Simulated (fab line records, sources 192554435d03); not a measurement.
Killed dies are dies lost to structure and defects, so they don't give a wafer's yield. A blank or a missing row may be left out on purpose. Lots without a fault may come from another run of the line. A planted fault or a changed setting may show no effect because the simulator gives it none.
fab line records | flow n5_finfet
record lots=7 wafers=39
route steps=1938 shown BEOL_M8@1332 BEOL_M10@1501 BEOL_M12@1648 BEOL_M15@1809
start_h: hours from the record's first day to the start of the lot's first wafer shown | wait_h: hours since the lot's step before | " the same as in the row above | L1.1+2: a row that stands for several wafers | - no value, or no start given | * or withheld: withheld | < > ~ a bound
route shown NAME@n: a module of which the file shows steps, and the number in the route of the first | usual: mean/standard deviation of fault-free wafers | same: alike in all rows | chamber/n: place in a boat | sites: the reading at each site | _std_site: their standard deviation | _edge_site: outer sites' mean less inner sites' | radius_mm: how far each site lies from the wafer's centre | mask NAME#n: copy n | behind: the tool/chamber that last shaped the wafer | hold: why the lot was held/for how many hours/how that ended | device: the transistor (n, p or np) that didn't switch | end of line: the same wafers' tests at the end of the route | a step without rows: its recipe alone | killed: dies lost to structure and defects at the first sort, not the wafer's yield | map: a wafer's dies, x killed, . not, _ none there
set.NAME: the setting as run; set.NAME@STEP: as run at that earlier step | model.NAME: the simulator's own value behind a step, which no gauge read
lots whose settings were changed on purpose; a table a step, a row a wafer
## steps
# step N5_BEOL_M8_ILD_DEP_00
# recipe material=SiCOH_lowk target_thk_a=1797.5 temp_c=300 precursor=DEMS/porogen pressure_torr=5 rf_w=500 time_s=33.4
# columns lot.wafer tool chamber start_h wait_h set.time_s model.SiCOH_lowk_of_BEOL_M8_ILD_DEP_00.thk_nm
L075.1 pecvd-04 1 199.13 0.0 33.4 176.8
L075.2 " 2 " " 45.68 244
L075.3 " 0 " " 33.4 178
L075.4 " 0 " " 45.68 247
L075.5 " 1 " " 45.68 241.8
L075.6 " 2 " " 33.4 181.8
L079.1 pecvd-04 1 224.43 0.0 33.4 179.8
L079.2 " 2 " " 21.98 119.4
L079.3 " 0 " " 33.4 179.6
L079.4 " 1 " " 33.4 181.8
L079.5 " 0 " " 21.98 120.4
L079.6 " 2 " " 21.98 120.6
L084.1 pecvd-04 0 258.09 0.0 33.4 180.2
L084.2 " 1 " " 33.4 181.4
L084.3 " 2 " " 46.04 246.6
L084.4 " 1 " " 46.04 249
L084.5 " 2 " " 46.04 251.8
L084.6 " 0 " " 33.4 182.8
L085.2 pecvd-03 1 265.71 0.0 33.4 174.8
L085.4+6 " 1,0 " " 33.4 178
L092.1 pecvd-03 0 304.45 0.0 15.12 81.6
L092.2 " 1 " " 33.4 177
L092.3 " 2 " " 33.4 178.2
L092.4 " 0 " " 15.12 83.4
L092.5 " 1 " " 33.4 179.4
L092.6 " 2 " " 15.12 82
L096.1 pecvd-03 2 325.09 0.0 47.05 248.4
L096.2 " 1 " " 33.4 179.8
L096.3 " 0 " " 33.4 179.4
L096.4 " 2 " " 47.05 253.6
L096.5 " 1 " " 33.4 182
L096.6 " 0 " " 47.05 253
L097.1 pecvd-03 0 331.61 0.0 33.4 177.2
L097.2 " 2 " " 39.49 207.2
L097.3 " 1 " " 39.49 210.4
L097.4 " 2 " " 39.49 212.2
L097.5 " 1 " " 33.4 182.2
L097.6 " 0 " " 33.4 180.2
# step N5_BEOL_M8_CURE_74
# recipe temp_c=385 time_s=240 ambient=He/Ar material=SiCOH_lowk
# columns lot.wafer tool chamber start_h wait_h set.time_s@BEOL_M8_ILD_DEP_00 model.SiCOH_lowk_of_BEOL_M8_ILD_DEP_00.thk_nm
L075.1 uv_cure-02 0 199.19 0.0 33.4 152.4
L075.2 " 0 " " 45.68 211.2
L075.3 " 0 " " 33.4 153.6
L075.4 " 0 " " 45.68 213.8
L075.5 " 0 " " 45.68 209.2
L075.6 " 0 " " 33.4 156.8
L079.1+3 uv_cure-02 0 224.50 0.0 33.4 155
L079.2 " 0 " " 21.98 102.6
L079.4 " 0 " " 33.4 156.8
L079.5+6 " 0 " " 21.98 103.6
L084.1 uv_cure-03 0 258.15 0.0 33.4 155.4
L084.2 " 0 " " 33.4 156.4
L084.3 " 0 " " 46.04 213.4
L084.4 " 0 " " 46.04 215.6
L084.5 " 0 " " 46.04 218
L084.6 " 0 " " 33.4 157.8
L085.2 uv_cure-02 2 265.86 0.1 33.4 150.6
L085.4+6 " 2 " " 33.4 153.4
L092.1 uv_cure-01 0 304.51 0.0 15.12 70
L092.2 " 0 " " 33.4 152.6
L092.3 " 0 " " 33.4 153.8
L092.4 " 0 " " 15.12 71.4
L092.5 " 0 " " 33.4 154.8
L092.6 " 0 " " 15.12 70.4
L096.1 uv_cure-01 0 325.15 0.0 47.05 215
L096.2 " 0 " " 33.4 155
L096.3 " 0 " " 33.4 154.6
L096.4 " 0 " " 47.05 219.6
L096.5 " 0 " " 33.4 157
L096.6 " 0 " " 47.05 219
L097.1 uv_cure-03 1 331.67 0.0 33.4 152.8
L097.2 " 1 " " 39.49 178.8
L097.3 " 1 " " 39.49 181.8
L097.4 " 1 " " 39.49 183.4
L097.5 " 1 " " 33.4 157
L097.6 " 1 " " 33.4 155.4
# step N5_BEOL_M8_THK_MEAS_01
# recipe reads=SiCOH_lowk_of_BEOL_M8_ILD_DEP_00
# usual M8_ILD_THK=155.7/1.9
# columns lot.wafer tool chamber start_h wait_h set.time_s@BEOL_M8_ILD_DEP_00 M8_ILD_THK[nm]
L075.1 film_metro-02 - 199.70 0.4 33.4 152.4
L075.2 " - " " 45.68 211.2
L075.3 " - " " 33.4 153.3
L075.4 " - " " 45.68 213.6
L075.5 " - " " 45.68 209.2
L075.6 " - " " 33.4 156.9
L079.1 film_metro-01 - 225.01 0.4 33.4 155.1
L079.2 " - " " 21.98 102.5
L079.3 " - " " 33.4 154.9
L079.4 " - " " 33.4 156.8
L079.5 " - " " 21.98 103.5
L079.6 " - " " 21.98 103.6
L084.1 film_metro-01 - 258.67 0.4 33.4 155.4
L084.2 " - " " 33.4 156.4
L084.3 " - " " 46.04 213.5
L084.4 " - " " 46.04 215.6
L084.5 " - " " 46.04 218.0
L084.6 " - " " 33.4 157.6
L085.2 film_metro-01 - 266.29 0.4 33.4 150.8
L085.4 " - " " 33.4 153.5
L085.6 " - " " 33.4 153.5
L092.1 film_metro-01 - 305.03 0.4 15.12 70.0
L092.2 " - " " 33.4 152.7
L092.3 " - " " 33.4 153.7
L092.4 " - " " 15.12 71.4
L092.5 " - " " 33.4 154.7
L092.6 " - " " 15.12 70.3
L096.1 film_metro-01 - 325.66 0.4 47.05 215.2
L096.2 " - " " 33.4 155.2
L096.3 " - " " 33.4 154.7
L096.4 " - " " 47.05 219.6
L096.5 " - " " 33.4 157.0
L096.6 " - " " 47.05 219.2
L097.1 film_metro-02 - 332.18 0.4 33.4 152.8
L097.2 " - " " 39.49 178.9
L097.3 " - " " 39.49 181.8
L097.4 " - " " 39.49 183.3
L097.5 " - " " 33.4 157.1
L097.6 " - " " 33.4 155.6
# step N5_BEOL_M10_DEVELOP_27
# recipe develop_time_s=30 developer=TMAH resist=CAR-ArF rinse_liquid=diw dry=air_spin dev_temp_c=23
# columns lot.wafer tool chamber start_h wait_h set.develop_time_s model.CAR-ArF_of_BEOL_M10_COAT_22.thk_nm
L075.1+2 litho_track-02 0 - - 22.75 88.4
L075.3 " 0 " " 30 88
L075.4+5 " 0 " " 30 87.8
L075.6 " 0 " " 22.75 88.2
L079.1+6 litho_track-01 0 - - 30 88.4
L079.2 " 0 " " 30 88
L079.3 " 0 " " 22.13 88.8
L079.4 " 0 " " 22.13 88.4
L079.5 " 0 " " 22.13 88.6
L084.1 litho_track-03 0 - - 14.1 89
L084.2+5 " 0 " " 14.1 88.8
L084.3+6 " 0 " " 30 88
L084.4 " 0 " " 30 88.2
L085.2+6 litho_track-01 0 - - 30 88.4
L085.4 " 0 " " 30 88.6
L092.1+3 litho_track-01 0 - - 42.8 88
L092.2 " 0 " " 42.8 88.2
L092.4 " 0 " " 30 88.2
L092.5+6 " 0 " " 30 88.4
L096.1+5 litho_track-02 0 - - 12.63 89.4
L096.2 " 0 " " 12.63 89.6
L096.3+4 " 0 " " 30 88.8
L096.6 " 0 " " 30 88.6
L097.1+5+6 litho_track-03 0 - - 30 88.2
L097.2+4 " 0 " " 30 88.6
L097.3 " 0 " " 30 88.4
# step N5_BEOL_M10_CD_MEAS_28
# recipe target_cd_nm=70 landing_energy_ev=500 detector=se_inlens polarity=opening
# usual cd_nm=69.6/0.72
# columns lot.wafer tool chamber start_h wait_h set.develop_time_s@BEOL_M10_DEVELOP_27 cd_nm
L075.1 cd_sem-02 0 221.23 - 22.75 -
L075.2 " 0 " " 22.75 -
L075.3 " 0 " " 30 68.6
L075.4 " 0 " " 30 -
L075.5 " 0 " " 30 69.4
L075.6 " 0 " " 22.75 66.8
L079.1 cd_sem-02 0 244.99 - 30 70.2
L079.2 " 0 " " 30 69.3
L079.3 " 0 " " 22.13 67.4
L079.4 " 0 " " 22.13 67.5
L079.5 " 0 " " 22.13 67.7
L079.6 " 0 " " 30 69.8
L084.1 cd_sem-02 0 280.54 - 14.1 63.7
L084.2 " 0 " " 14.1 63.2
L084.3 " 0 " " 30 68.4
L084.4 " 0 " " 30 68.6
L084.5 " 0 " " 14.1 62.9
L084.6 " 0 " " 30 68.4
L085.2 cd_sem-01 0 282.98 - 30 68.6
L085.4 " 0 " " 30 69.3
L085.6 " 0 " " 30 69.8
L092.1 cd_sem-02 0 324.86 - 42.8 72.7
L092.2 " 0 " " 42.8 70.9
L092.3 " 0 " " 42.8 72.0
L092.4 " 0 " " 30 68.5
L092.5 " 0 " " 30 69.4
L092.6 " 0 " " 30 68.9
L096.1 cd_sem-02 0 342.74 - 12.63 64.8
L096.2 " 0 " " 12.63 63.3
L096.3 " 0 " " 30 69.7
L096.4 " 0 " " 30 69.1
L096.5 " 0 " " 12.63 63.9
L096.6 " 0 " " 30 70.8
L097.1 cd_sem-02 0 347.57 - 30 69.2
L097.2 " 0 " " 30 69.2
L097.3 " 0 " " 30 -
L097.4 " 0 " " 30 -
L097.5 " 0 " " 30 69.0
L097.6 " 0 " " 30 -
# step N5_BEOL_M12_SPUTTER_43
# recipe material=TaN target_thk_a=150 temp_c=50 bias_v=168.6 power_w=15000 chamber_pressure_pa=0.12 time_s=24.19
# columns lot.wafer tool chamber start_h wait_h set.time_s model.TaN_of_BEOL_M12_SPUTTER_43.thk_nm
L075.1+4+5 pvd_sputter-03 - 236.41 0.0 24.19 15.4
L075.2+3+6 " - " " 38.01 24
L079.1+3+5 pvd_sputter-02 - 261.87 0.0 24.19 15
L079.2+6 " - " " 15.72 9.8
L079.4 " - " " 15.72 9.6
L084.1 pvd_sputter-03 - 298.92 0.0 24.19 15
L084.2 " - " " 24.19 14.6
L084.3+4+5+6 " - " " 24.19 14.8
L085.2+4+6 pvd_sputter-01 - 298.94 0.0 24.19 15.2
L092.1 pvd_sputter-01 - 342.52 0.0 19.46 12
L092.2+4 " - " " 19.46 12.2
L092.3+5+6 " - " " 24.19 15
L096.1+6 pvd_sputter-02 - 364.26 0.0 24.19 14.8
L096.2 " - " " 35.91 22.2
L096.3 " - " " 24.19 15
L096.4+5 " - " " 35.91 22
L097.1+2+3+5+6 pvd_sputter-02 - 365.58 0.0 24.19 15.2
L097.4 " - " " 24.19 15
# step N5_BEOL_M12_SPUTTER_44
# recipe material=Ta target_thk_a=100 temp_c=50 bias_v=80 power_w=15000 chamber_pressure_pa=0.07 time_s=16.13
# step N5_BEOL_M12_SPUTTER_45
# recipe material=Cu target_thk_a=800 temp_c=-20 bias_v=60 power_w=26000 chamber_pressure_pa=0.13 time_s=13.33
# step N5_BEOL_M12_ECD_47
# recipe material=Cu target_thk_a=7200
# step N5_BEOL_M12_ANNEAL_48
# recipe temp_c=225 time_s=90 ambient=N2
# step N5_BEOL_M12_CMP_49
# recipe stop_on=SiOC t_overpolish_s=20.6 down_force_psi=1 platen_rpm=50 clearing_platen_down_force_psi=1.5 clearing_platen_rpm=50 post_cmp_clean=cu_alkaline target_thk_nm=320 clearing_platen_pad_velocity_m_s=0.99484 pad_velocity_m_s=0.99484
# usual barrier_field_endpoint_s=30.4/0.63
# columns lot.wafer tool chamber start_h wait_h set.time_s@BEOL_M12_SPUTTER_43 barrier_field_endpoint_s
L075.3 cmp-01 1 237.40 0.3 38.01 40.7
L075.4 " 2 " " 24.19 30.3
L075.2 " 3 " " 38.01 41.1
L075.1 " 0 " " 24.19 30.7
L075.5 " 1 " " 24.19 29.7
L075.6 " 2 " " 38.01 41.5
L079.1 cmp-02 1 263.30 0.3 24.19 31.2
L079.4 " 2 " " 15.72 24.1
L079.3 " 3 " " 24.19 31.2
L079.2 " 0 " " 15.72 24.8
L079.6 " 1 " " 15.72 24.6
L079.5 " 2 " " 24.19 30.9
L084.2 cmp-01 3 299.63 0.2 24.19 29.9
L084.1 " 0 " " 24.19 30.4
L084.3 " 1 " " 24.19 29.1
L084.4 " 2 " " 24.19 29.8
L084.5 " 3 " " 24.19 29.6
L084.6 " 0 " " 24.19 29.6
L085.2 cmp-02 1 299.90 0.2 24.19 29.4
L085.4 " 0 " " 24.19 31.3
L085.6 " 1 " " 24.19 31.0
L092.4 cmp-03 1 343.24 0.1 19.46 27.0
L092.1 " 2 " " 19.46 26.5
L092.3 " 3 " " 24.19 29.6
L092.2 " 0 " " 19.46 26.0
L092.5 " 1 " " 24.19 30.2
L092.6 " 2 " " 24.19 30.2
L096.4 cmp-01 3 364.98 0.1 35.91 38.3
L096.3 " 0 " " 24.19 29.8
L096.1 " 1 " " 24.19 29.3
L096.2 " 2 " " 35.91 38.8
L096.5 " 3 " " 35.91 39.3
L096.6 " 0 " " 24.19 30.4
L097.1 cmp-02 2 366.30 0.3 24.19 29.8
L097.3 " 3 " " 24.19 30.6
L097.4 " 0 " " 24.19 30.7
L097.2 " 1 " " 24.19 30.7
L097.6 " 2 " " 24.19 30.7
L097.5 " 3 " " 24.19 29.9
# step N5_BEOL_M15_TRENCH_ETCH_34
# recipe chemistry=C4F8/O2/Ar target=SiO2 target_depth_a=8729.3 he_inner_torr=15 he_outer_torr=30 time_s=199 ion_energy_ev=800 pressure_mtorr=20 source_w=1905 bias_w=2040 Ar_flow_sccm=400 C4F8_flow_sccm=16 O2_flow_sccm=12
# columns lot.wafer tool chamber start_h wait_h set.target_depth_a model.etch.depth_nm model.coat_of_BEOL_M15_COAT_22.thk_nm
L075.1 rie_diel-06 1 251.67 0.0 8729.3 884.3 537.8
L075.2 " 3 " " 12290 1243 468.6
L075.3 " 0 " " 8729.3 881.5 540.4
L075.4 " 0 " " 12290 1237 467.8
L075.5 " 3 " " 8729.3 892.3 538.4
L075.6 " 1 " " 12290 1249 465.6
L079.1 rie_diel-01 0 276.48 0.0 4602 454.8 629.6
L079.2 " 2 " " 8729.3 863.2 548.6
L079.3 " 3 " " 8729.3 870.5 543.4
L079.4 " 0 " " 4602 458.9 624.2
L079.5 " 3 " " 4602 455.9 626.6
L079.6 " 2 " " 8729.3 858 549.2
L084.1 rie_diel-05 3 314.22 0.0 8729.3 857.1 548.4
L084.2 " 1 " " 8729.3 863.5 544
L084.3 " 0 " " 4673 461 628.6
L084.4 " 2 " " 8729.3 872.4 542.6
L084.5 " 3 " " 4673 459.8 623.4
L084.6 " 0 " " 4673 462.4 627.6
L085.2 rie_diel-06 0 314.51 0.0 8729.3 876.5 542.2
L085.4 " 2 " " 8729.3 894.2 537.8
L085.6 " 0 " " 8729.3 882 541.6
L092.1 rie_diel-01 1 355.52 0.0 10520 1071 503.6
L092.2 " 0 " " 8729.3 857.3 547.6
L092.3 " 3 " " 8729.3 901.7 534.4
L092.4 " 2 " " 10520 1044 510.4
L092.5 " 3 " " 10520 1094 496.8
L092.6 " 0 " " 8729.3 864.6 543.2
L096.1 rie_diel-06 1 379.54 0.0 12320 1229 471
L096.2 " 3 " " 12320 1234 472
L096.3 " 2 " " 12320 1247 467.6
L096.4 " 0 " " 8729.3 877.9 541.6
L096.5 " 0 " " 8729.3 864.8 545.4
L096.6 " 3 " " 8729.3 880.8 539.8
L097.1 rie_diel-06 1 382.54 0.0 8729.3 880.7 541.2
L097.2 " 0 " " 5567 559.3 604.2
L097.3 " 3 " " 8729.3 874.8 542.2
L097.4 " 2 " " 5567 564.6 605.4
L097.5 " 3 " " 5567 565.6 604.2
L097.6 " 2 " " 8729.3 891.1 542.2
# step N5_BEOL_M15_STRIP_36
# recipe chemistry=O2 power_w=600 temp_c=60 pressure_mtorr=30 rf_frequency_hz=6e+07 bias_power_w=0 overash_fraction=0.3 o2_flow_sccm=225
# step N5_BEOL_M15_ECD_47
# recipe material=Cu target_thk_a=18600
# step N5_BEOL_M15_ANNEAL_48
# recipe temp_c=225 time_s=90 ambient=N2
# step N5_BEOL_M15_CMP_49
# recipe stop_on=SiO2 t_overpolish_s=4.9 down_force_psi=2 platen_rpm=80 clearing_platen_down_force_psi=2 clearing_platen_rpm=80 post_cmp_clean=cu_alkaline target_thk_nm=850 clearing_platen_pad_velocity_m_s=1.5917 pad_velocity_m_s=1.5917
# columns lot.wafer tool chamber start_h wait_h set.target_depth_a@BEOL_M15_TRENCH_ETCH_34 model.Cu_of_BEOL_M15_ECD_47.thk_nm
L075.2 cmp-04 0 256.13 0.2 12290 1219
L075.3 " 1 " " 8729.3 857.4
L075.4 " 2 " " 12290 1215
L075.1 " 3 " " 8729.3 863.2
L075.5 " 0 " " 8729.3 868.4
L075.6 " 1 " " 12290 1225
L079.4 cmp-01 3 278.27 0.1 4602 435.6
L079.2 " 0 " " 8729.3 840.8
L079.3 " 1 " " 8729.3 847
L079.1 " 2 " " 4602 432.6
L079.5 " 3 " " 4602 432.2
L079.6 " 0 " " 8729.3 835
L084.4 cmp-03 0 316.77 0.1 8729.3 849.6
L084.1 " 1 " " 8729.3 834.8
L084.2 " 2 " " 8729.3 840.4
L084.3 " 3 " " 4673 436.6
L084.6 " 0 " " 4673 438.8
L084.5 " 1 " " 4673 437
L085.2 cmp-01 3 319.19 0.2 8729.3 852.6
L085.4 " 0 " " 8729.3 869.8
L085.6 " 3 " " 8729.3 858.4
L092.2 cmp-04 3 363.71 0.2 8729.3 836.6
L092.3 " 0 " " 8729.3 879
L092.4 " 1 " " 10520 1022
L092.1 " 2 " " 10520 1049
L092.5 " 3 " " 10520 1073
L092.6 " 0 " " 8729.3 843.4
L096.2 cmp-04 2 382.37 0.2 12320 1211
L096.4 " 3 " " 8729.3 856.2
L096.1 " 0 " " 12320 1207
L096.3 " 1 " " 12320 1224
L096.6 " 2 " " 8729.3 858.4
L096.5 " 3 " " 8729.3 843.8
L097.3 cmp-04 3 385.69 0.2 8729.3 852.6
L097.2 " 0 " " 5567 534.8
L097.1 " 1 " " 8729.3 856.2
L097.4 " 2 " " 5567 541
L097.5 " 3 " " 5567 543.8
L097.6 " 0 " " 8729.3 867.2
# step N5_BEOL_M15_THK_MEAS_50
# recipe thk_meas_gauge=xrf reads=Cu_of_BEOL_M15_ECD_47
# usual M15_THK=850/11
# columns lot.wafer tool chamber start_h wait_h set.target_depth_a@BEOL_M15_TRENCH_ETCH_34 M15_THK[nm]
L075.1 film_metro-01 - 256.42 - 8729.3 -
L075.2 " - " " 12290 -
L075.3 " - " " 8729.3 842
L075.4 " - " " 12290 -
L075.5 " - " " 8729.3 855
L075.6 " - " " 12290 1211
L079.1 film_metro-02 - 278.56 - 4602 435
L079.2 " - " " 8729.3 847
L079.3 " - " " 8729.3 850
L079.4 " - " " 4602 437
L079.5 " - " " 4602 434
L079.6 " - " " 8729.3 846
L084.1 film_metro-02 - 317.07 - 8729.3 844
L084.2 " - " " 8729.3 845
L084.3 " - " " 4673 438
L084.4 " - " " 8729.3 853
L084.5 " - " " 4673 439
L084.6 " - " " 4673 443
L085.2 film_metro-01 - 319.45 - 8729.3 852
L085.4 " - " " 8729.3 864
L085.6 " - " " 8729.3 854
L092.1 film_metro-02 - 364.00 - 10520 1054
L092.2 " - " " 8729.3 840
L092.3 " - " " 8729.3 882
L092.4 " - " " 10520 1025
L092.5 " - " " 10520 1077
L092.6 " - " " 8729.3 842
L096.1 film_metro-01 - 382.66 - 12320 1197
L096.2 " - " " 12320 1196
L096.3 " - " " 12320 1215
L096.4 " - " " 8729.3 848
L096.5 " - " " 8729.3 836
L096.6 " - " " 8729.3 849
L097.1 film_metro-01 - 385.98 - 8729.3 851
L097.2 " - " " 5567 530
L097.3 " - " " 8729.3 -
L097.4 " - " " 5567 -
L097.5 " - " " 5567 541
L097.6 " - " " 8729.3 -
# step N5_BEOL_M15_PRE_CLEAN_52
# recipe gas=NH3 time_s=15 temp_c=withheld rf_power_w=300
# step N5_BEOL_M15_DEP_53
# recipe material=SiCN target_thk_a=500 temp_c=withheld precursor=3MS/NH3 pressure_torr=3 rf_w=675 time_s=17.8
# step N5_BEOL_M15_RS_MEAS_54
# recipe thk_meas_gauge=four-point-probe reads=Cu_of_BEOL_M15_ECD_47+Ta_of_BEOL_M15_SPUTTER_44+TaN_of_BEOL_M15_SPUTTER_43
# usual M15_RS=0.02158/0.00028
# columns lot.wafer tool chamber start_h wait_h set.target_depth_a@BEOL_M15_TRENCH_ETCH_34 M15_RS[ohm/sq]
L075.1 film_metro-02 - 256.55 0.0 8729.3 -
L075.2 " - " " 12290 -
L075.3 " - " " 8729.3 0.02137
L075.4 " - " " 12290 -
L075.5 " - " " 8729.3 0.02111
L075.6 " - " " 12290 0.01491
L079.1 film_metro-02 - 278.69 0.0 4602 0.043
L079.2 " - " " 8729.3 0.02183
L079.3 " - " " 8729.3 0.02161
L079.4 " - " " 4602 0.04277
L079.5 " - " " 4602 0.04315
L079.6 " - " " 8729.3 0.02202
L084.1 film_metro-01 - 317.19 0.0 8729.3 0.02203
L084.2 " - " " 8729.3 0.02185
L084.3 " - " " 4673 0.04271
L084.4 " - " " 8729.3 0.0216
L084.5 " - " " 4673 0.04266
L084.6 " - " " 4673 0.04247
L085.2 film_metro-01 - 319.58 0.1 8729.3 0.02153
L085.4 " - " " 8729.3 0.02111
L085.6 " - " " 8729.3 0.02139
L092.1 film_metro-02 - 364.13 0.0 10520 0.01743
L092.2 " - " " 8729.3 0.022
L092.3 " - " " 8729.3 0.02089
L092.4 " - " " 10520 0.01793
L092.5 " - " " 10520 0.017
L092.6 " - " " 8729.3 0.02174
L096.1 film_metro-01 - 382.79 0.0 12320 0.01514
L096.2 " - " " 12320 0.01506
L096.3 " - " " 12320 0.01492
L096.4 " - " " 8729.3 0.02143
L096.5 " - " " 8729.3 0.02179
L096.6 " - " " 8729.3 0.02134
L097.1 film_metro-02 - 386.11 0.0 8729.3 0.02141
L097.2 " - " " 5567 0.03462
L097.3 " - " " 8729.3 -
L097.4 " - " " 5567 -
L097.5 " - " " 5567 0.03406
L097.6 " - " " 8729.3 -
## key
split step=N5_BEOL_M8_ILD_DEP_00 setting=time_s stated=33.4 by=wafer
response step=N5_BEOL_M8_ILD_DEP_00 reading=model.SiCOH_lowk_of_BEOL_M8_ILD_DEP_00.thk_nm change=+1.76 per=1% r=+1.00
response step=N5_BEOL_M8_CURE_74 reading=model.SiCOH_lowk_of_BEOL_M8_ILD_DEP_00.thk_nm change=+1.53 per=1% r=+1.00
response step=N5_BEOL_M8_THK_MEAS_01 reading=M8_ILD_THK change=+1.53 per=1% r=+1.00
split step=N5_BEOL_M10_DEVELOP_27 setting=develop_time_s stated=30 by=wafer
response step=N5_BEOL_M10_DEVELOP_27 reading=model.CAR-ArF_of_BEOL_M10_COAT_22.thk_nm change=-0.0126 per=1% r=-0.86
response step=N5_BEOL_M10_CD_MEAS_28 reading=cd_nm change=+0.0925 per=1% r=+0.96
split step=N5_BEOL_M12_SPUTTER_43 setting=time_s stated=24.19 by=wafer
response step=N5_BEOL_M12_SPUTTER_43 reading=model.TaN_of_BEOL_M12_SPUTTER_43.thk_nm change=+0.15 per=1% r=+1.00
response step=N5_BEOL_M12_CMP_49 reading=barrier_field_endpoint_s change=+0.188 per=1% r=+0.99
split step=N5_BEOL_M15_TRENCH_ETCH_34 setting=target_depth_a stated=8729.3 by=wafer
response step=N5_BEOL_M15_TRENCH_ETCH_34 reading=model.etch.depth_nm change=+8.75 per=1% r=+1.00
response step=N5_BEOL_M15_TRENCH_ETCH_34 reading=model.coat_of_BEOL_M15_COAT_22.thk_nm change=-1.74 per=1% r=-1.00
response step=N5_BEOL_M15_CMP_49 reading=model.Cu_of_BEOL_M15_ECD_47.thk_nm change=+8.75 per=1% r=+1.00
response step=N5_BEOL_M15_THK_MEAS_50 reading=M15_THK change=+8.8 per=1% r=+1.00
response step=N5_BEOL_M15_RS_MEAS_54 reading=M15_RS change=-0.000337 per=1% r=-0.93
